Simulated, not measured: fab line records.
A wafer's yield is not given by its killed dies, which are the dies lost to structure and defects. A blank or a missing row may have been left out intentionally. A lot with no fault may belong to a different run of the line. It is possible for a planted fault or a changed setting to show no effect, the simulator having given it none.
A lot that was struck, set against a sound lot :: flow nandHarc :: 14 steps out of a route of 1159
Sound: wafers L668.1, L668.3, L668.4. Struck: wafer L660.2 (left out: L660.3, L660.4 of the same lot, which were not struck); the cause appears at the end.
For every step that has rows: the tool of each side, followed by ch and its chambers, followed by its first start. Under that, the readings that differ: sound wafers :: struck wafers :: difference of the means :: sigmas: that difference in standard deviations of wafers without a fault.
alike: same words and numbers on both sides, and readings whose means sit less than 2 such deviations apart. not compared: any withheld reading, any reading some wafer has no value for, any bound like >300 that may hide the same value, and any number with overlapping values for which the record gives no deviation.
The two part at a step that has a row with sigmas, a row that says differs or no value, or rows on one side only. When numbers do not overlap yet have no deviation, they are printed without sigmas and do not part them. A reading that every wafer of one side lacks parts them only if that side has two wafers or more.

first, 8 steps without rows for these wafers: NHARC_A_CHANNEL_HOLE_D1_COAT_36 (time 75 s); NHARC_A_CHANNEL_HOLE_D1_COAT_37 (time 65 s); NHARC_A_CHANNEL_HOLE_D1_COAT_04 (resist thk 90 nm); NHARC_A_CHANNEL_HOLE_D1_SOFTBAKE_05 (time 55 s); NHARC_A_CHANNEL_HOLE_D1_EBR_06; NHARC_A_CHANNEL_HOLE_D1_EXPOSE_07 (exposes mask HOLE D1, target cd 100 nm); NHARC_A_CHANNEL_HOLE_D1_PEB_08 (peb time 65 s); NHARC_A_CHANNEL_HOLE_D1_DEVELOP_09 (develop time 35 s).
NHARC_A_CHANNEL_HOLE_D1_CD_MEAS_10: target cd 100 nm.
  sound on cdSem-03 ch 0, day 12 01:02; struck on cdSem-02 ch 0, day 9 21:50
  alike: cdNm
NHARC_A_CHANNEL_HOLE_D1_OVL_MEAS_11:
  sound: overlay-01 at day 12 01:07; struck: overlay-02 at day 9 21:55
reading: overlayXNm (nm)
sound: -0.7 -0.9 -0.2
struck: 1.7
difference: +2.3
sigmas: +3
  alike: overlayYNm
NHARC_A_CHANNEL_HOLE_D1_INSPECT_12:
  sound: defectInspect-02 at day 12 01:10; struck: defectInspect-02 at day 9 21:58
  alike: rawDefectCount
NHARC_A_CHANNEL_HOLE_D1_DESCUM_15: chemistry O2, time 3 s.
  sound on rieDiel-01 ch 0,1,3, day 12 01:13; struck on rieDiel-10 ch 0, day 9 22:01
reading: rfHoursCounterH (h)
sound: 8 7 8
struck: 2
difference: -6
sigmas: 

reading: rfVppV (V)
sound: 55.7 56.5 56.6
struck: 58.6
difference: +2.3
sigmas: +2
  alike: chamberPressureMTorr, drypumpMotorCurrentA, oesProductAu, showerheadPlenumPTorr, throttleValvePct
NHARC_A_CHANNEL_HOLE_D1_ETCH_38: etches the open film in CF4, target depth 39 nm, time 65 s.
  sound on rieDiel-01 ch 0,1,2, day 12 01:18; struck on rieDiel-10 ch 0, day 9 22:06
reading: oesProductAu (a.u.)
sound: 0.993 1.005 1.008
struck: 0.830
difference: -0.172
sigmas: -27

reading: rfHoursCounterH (h)
sound: 7 8 7
struck: 2
difference: -5
sigmas: 
  alike: chamberPressureMTorr, drypumpMotorCurrentA, rfFwdPowerW, rfVppV, showerheadPlenumPTorr, throttleValvePct
NHARC_A_CHANNEL_HOLE_D1_ETCH_39: etches the open film in N2/H2, target depth 260 nm, time 325 s.
  sound on rieDiel-01 ch 0,1,3; struck on rieDiel-10 ch 2
reading: rfHoursCounterH (h)
sound: 8 8 7
struck: 2
difference: -6
sigmas: 

reading: rfVppV (V)
sound: 435.0 430.4 429.1
struck: 426.3
difference: -5.2
sigmas: -2

reading: showerheadPlenumPTorr (Torr)
sound: 2.17 2.06 2.00
struck: 1.91
difference: -0.17
sigmas: -2
  alike: chamberPressureMTorr, drypumpMotorCurrentA, oesProductAu, rfFwdPowerW, throttleValvePct

## WHERE THEY PART
First at NHARC_A_CHANNEL_HOLE_D1_OVL_MEAS_11; last, within this record, at NHARC_A_CHANNEL_HOLE_D1_ETCH_39.

WHY: what the simulator had put in
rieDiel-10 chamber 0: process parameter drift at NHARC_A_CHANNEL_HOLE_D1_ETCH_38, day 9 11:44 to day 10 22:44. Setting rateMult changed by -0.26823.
